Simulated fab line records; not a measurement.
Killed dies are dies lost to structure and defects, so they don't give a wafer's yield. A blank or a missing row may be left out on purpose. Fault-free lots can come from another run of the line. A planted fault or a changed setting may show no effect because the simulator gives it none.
Split-lot study	flow n5_finfet	7 lots, 21 wafers read, on a route of 1938 steps

== SPLIT DETAILS ==
At N5_BEOL_M13_COAT_04 (resist thk 400 nm), the setting spin_rpm was moved away from the recipe's 1625 rpm on 8 of the 21 wafers read, by -10.6% to +9.2%. All remaining wafers had this setting at the recipe value.

Reading taken at the split's own step.

== THE READING ==
coat_of_BEOL_M13_COAT_04.thk_nm (the simulator's own value, which no gauge read), in nm, at N5_BEOL_M13_COAT_04 (resist thk 400 nm). No usual value for it is given in the file. Average 400.0 nm, standard deviation 1.2 nm, over the 13 wafers here run with the recipe.

wafer	tool, chamber at the split	spin_rpm as run, rpm	against the recipe	coat_of_BEOL_M13_COAT_04.thk_nm, nm	against lot-mates on the recipe
L074.1	litho_track-04, 0	1705	+4.9%	389.6	-11.0
L074.4	litho_track-04, 0	1625	recipe	400.6	-
L074.5	litho_track-04, 0	1705	+4.9%	392	-8.6
L077.1	litho_track-04, 0	1625	recipe	399.4	-
L077.3	litho_track-04, 0	1625	recipe	398.8	-
L077.5	litho_track-04, 0	1453	-10.6%	421.8	+22.7
L079.2	litho_track-01, 0	1625	recipe	401.6	-
L079.4	litho_track-01, 0	1625	recipe	400.6	-
L079.6	litho_track-01, 0	1625	recipe	402.2	-
L080.2	litho_track-01, 0	1625	recipe	400	-
L080.4	litho_track-01, 0	1530	-5.8%	412.8	+12.4
L080.5	litho_track-01, 0	1625	recipe	400.8	-
L083.1	litho_track-02, 0	1625	recipe	398.4	-
L083.4	litho_track-02, 0	1691	+4.1%	391.2	-7.2
L083.6	litho_track-02, 0	1691	+4.1%	390.4	-8.0
L094.1	litho_track-02, 0	1758	+8.2%	383.2	-15.3
L094.3	litho_track-02, 0	1625	recipe	398	-
L094.6	litho_track-02, 0	1625	recipe	399	-
L095.2	litho_track-04, 0	1625	recipe	400.4	-
L095.3	litho_track-04, 0	1625	recipe	400	-
L095.5	litho_track-04, 0	1775	+9.2%	382.6	-17.6

THE FIT
A straight line over all 21 wafers: coat_of_BEOL_M13_COAT_04.thk_nm changes by -2.03 nm for each +1% of spin_rpm; r = -0.99; the points scatter about the line by 1.2 nm.
The same after taking each lot's own level away (the mean of its wafers on the recipe; 21 wafers): -2.01 nm for each +1%; r = -1.00; scatter 0.71 nm.
Per that fit: largest spin_rpm move, reading shift of 21 nm.
The lots' own levels span 398.40 to 401.47 nm, that is 2.6 times the standard deviation above.
The two slopes are in agreement: the lot-to-lot level therefore moves the slope only a little.
Check: for one of the wafers moved furthest among these (-10.6%), held out of the fit, the line's prediction against its lot-mates is +20.7 nm. It came out at +22.7 nm against them.

== THE WHOLE CHAIN: every reading that the file lists as answering this split, in the file's order ==
step	what it does	reading	change (the file's fit)	r (the file's)
N5_BEOL_M13_COAT_04	resist thk 400 nm	coat_of_BEOL_M13_COAT_04.thk_nm (the simulator's own value, which no gauge read)	-2 nm for each +1% of the setting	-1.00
N5_BEOL_M13_STRIP_63	strips in N2/H2	strip_time_to_endpoint_s	withheld for each +1% of the setting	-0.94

== FILE'S OWN FIT ==
coat_of_BEOL_M13_COAT_04.thk_nm changes by -2 nm for each +1% of spin_rpm, r = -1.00.
